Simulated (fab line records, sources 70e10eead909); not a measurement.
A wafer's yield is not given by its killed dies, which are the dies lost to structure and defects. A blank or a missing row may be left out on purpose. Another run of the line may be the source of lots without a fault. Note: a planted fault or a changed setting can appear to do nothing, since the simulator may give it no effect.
A lot that was struck, set against a sound lot -- flow nandHarc -- 44 steps out of a route of 1302
Sound: the wafers L798.2, L798.4, L798.5. The struck wafers were L804.2, L804.4, L804.6. The cause is named last.
Order at every step that has rows: each side's tool, ch and its chambers, its first start. Under that, the readings that differ: sound wafers -- struck wafers -- difference of the means -- sigmas: that difference in standard deviations of wafers without a fault.
alike: readings whose means differ by less than 2 such deviations, and words and numbers that are the same on both sides. not compared: withheld readings, readings that some wafer has no value for, bounds like >300 that may hide the same value, and numbers for which the record gives no deviation and whose values overlap.
The two part at a step that has a row with sigmas, a row that says differs or no value, or rows on one side only. Non-overlapping numbers with no deviation appear without sigmas and do not part them. A reading that every wafer of one side lacks parts them only if that side has two wafers or more.

NHARC_P_STI_ETCH_42: etches the open film in N2/H2, target depth 80 nm, overetch 24 nm, time 61 s.
  sound on rieDiel-06 ch 0,3, day 7 08:31; struck on rieDiel-04 ch 1,3, day 10 00:51
  alike: drypumpMotorCurrentA, oesProductAu, rfFwdPowerW, rfVppV, showerheadPlenumPTorr, throttleValvePct
  not compared: rfHoursCounterH
NHARC_P_STI_ETCH_31: etches the open film in CF4/CHF3, target depth 108.9 nm, time 54.5 s.
  sound on rieDiel-06 ch 0,1,3; struck on rieDiel-04 ch 1,2
  alike: cf4FlowSccm, chf3FlowSccm, drypumpMotorCurrentA, oesProductAu, rfFwdPowerW, rfVppV, showerheadPlenumPTorr, throttleValvePct
  not compared: rfHoursCounterH
NHARC_P_STI_ETCH_15: etches the open film in HBr/Cl2, target depth 300 nm, time 100.1 s.
  sound on rieSi-03 ch 0,2, day 7 08:43; struck on rieSi-03 ch 0,1, day 10 01:03
  alike: drypumpMotorCurrentA, oesProductAu, rfFwdPowerW, throttleValvePct
  not compared: rfHoursCounterH
NHARC_P_STI_CD_MEAS_16:
  sound on cdSem-02 at day 7 08:52; struck on cdSem-02 at day 10 01:12
  alike: cdNm
NHARC_P_STI_OCD_MEAS_17:
  sound on ocd-01 at day 7 08:57; struck on ocd-01 at day 10 01:17
  alike: trenchDepthNm, trenchFootCdNm
then, 3 steps without rows for these wafers: NHARC_P_STI_STRIP_19 (strips in SPM, time 900 s); NHARC_P_STI_PRECLEAN_32 (cleans in SC1); NHARC_P_STI_SRD_23.
NHARC_P_STI_OCD_MEAS_43:
  sound on ocd-02 at day 7 09:27; struck on ocd-02 at day 10 01:47
  alike: trenchDepthNm, trenchFootCdNm
then, 3 steps without rows for these wafers: NHARC_P_STI_OXIDE_33 (material SiO2, target thk 10 nm, ox time 281 s); NHARC_P_STI_HDPCVD_20 (deposits SiO2); NHARC_P_STI_ANNEAL_34 (time 1800 s).
NHARC_P_STI_CMP_21: polishes, t overpolish 20 s, target thk 380.67 nm.
  sound on cmp-02 ch 1,2, day 8 02:02; struck on cmp-01 ch 1,2, day 10 20:13
  alike: motorCurrentA, overpolishRunS, retainingRingPressureFrac
then, 7 steps without rows for these wafers: NHARC_P_STI_SRD_35; NHARC_P_STI_ETCH_36 (etches SiO2 in dHF, target depth 38.8 nm); NHARC_P_STI_STRIP_24 (strips Si3N4 in H3PO4); NHARC_P_STI_ETCH_37 (etches SiO2 in dHF, target depth 11 nm); NHARC_P_STI_PRECLEAN_38 (cleans in SC1); NHARC_P_STI_SRD_39; NHARC_P_STI_OXIDE_40 (material SiO2, target thk 10 nm, ox time 1362 s).
NHARC_P_STI_INSPECT_25:
  sound on defectInspect-01 at day 8 10:05; struck on defectInspect-01 at day 11 04:43
reading,sound,struck,difference,sigmas
rawDefectCount,228 238 256,562 464 568,+291,+4
then, 12 steps without rows for these wafers: NHARC_P_GATE_ETCH_69 (etches SiO2 in dHF, target depth 14 nm); NHARC_P_GATE_PRECLEAN_70 (cleans in SC1); NHARC_P_GATE_SRD_01; NHARC_P_GATE_OXIDE_02 (material SiO2, target thk 37.5 nm, ox time 365 s); NHARC_P_GATE_DEHYDRATE_03 (time 120 s); NHARC_P_GATE_HMDS_04 (time 30 s); NHARC_P_GATE_COAT_05; NHARC_P_GATE_SOFTBAKE_06 (time 95 s); NHARC_P_GATE_EBR_07; NHARC_P_GATE_EXPOSE_08 (exposes mask P HV); NHARC_P_GATE_PEB_09 (peb time 85 s); NHARC_P_GATE_DEVELOP_10 (time 70 s).
NHARC_P_GATE_CD_MEAS_11 targets a cd of 1640 nm.
  sound on cdSem-01 ch 0, day 8 18:29; struck on cdSem-02 ch 0, day 11 13:26
  alike: cdNm
then, 1 step without rows for these wafers: NHARC_P_GATE_HARDBAKE_12 (time 80 s).
NHARC_P_GATE_DESCUM_13: chemistry O2, time 3 s.
  sound on rieDiel-01 ch 1,2,3, day 8 18:40; struck on rieDiel-01 ch 0,1, day 11 13:37
  alike: drypumpMotorCurrentA, oesProductAu, rfVppV, showerheadPlenumPTorr, throttleValvePct
  not compared: rfHoursCounterH
then, 5 steps without rows for these wafers: NHARC_P_GATE_ETCH_14 (etches SiO2 in dHF, target depth 48.8 nm); NHARC_P_GATE_STRIP_15 (strips in SPM, time 780 s); NHARC_P_GATE_PRECLEAN_71 (cleans in SC1); NHARC_P_GATE_SRD_72; NHARC_P_GATE_OXIDE_16 (material SiO2, target thk 3 nm, ox time 392 s).
NHARC_P_GATE_INSPECT_28:
  sound on defectInspect-01 at day 9 15:48; struck on defectInspect-01 at day 12 06:43
reading,sound,struck,difference,sigmas
rawDefectCount,3 6 3,382 334 350,+351,+99 or more
NHARC_P_GATE_INSPECT_68:
  sound on defectInspect-01 at day 10 10:17; struck on defectInspect-02 at day 13 01:07
reading,sound,struck,difference,sigmas
rawDefectCount,215 180 254,536 439 498,+275,+4
-- record jumps: 19 days between struck wafers' starts before vs after; left off in module P_GATE, resumes in module END, first step shown is number 1302 of the route --
NHARC_END_SORT_01:
  sound on prober-02 ch 0, day 29 04:47; struck on prober-02 ch 0, day 31 13:47
reading,sound,struck,difference,sigmas
killedAtArray,68 67 68,29 23 26,-42,-2
killedAtPeriphery,1 1 3,287 256 260,+266,+99 or more
killedDies,70 69 72,317 281 287,+225,+12
  alike: killedAtOther, killedOpen, killedShort

WHERE THEY PART
Last at NHARC_END_SORT_01 as far as this record goes, first at NHARC_P_STI_INSPECT_25.

WHY: the cause the simulator had injected
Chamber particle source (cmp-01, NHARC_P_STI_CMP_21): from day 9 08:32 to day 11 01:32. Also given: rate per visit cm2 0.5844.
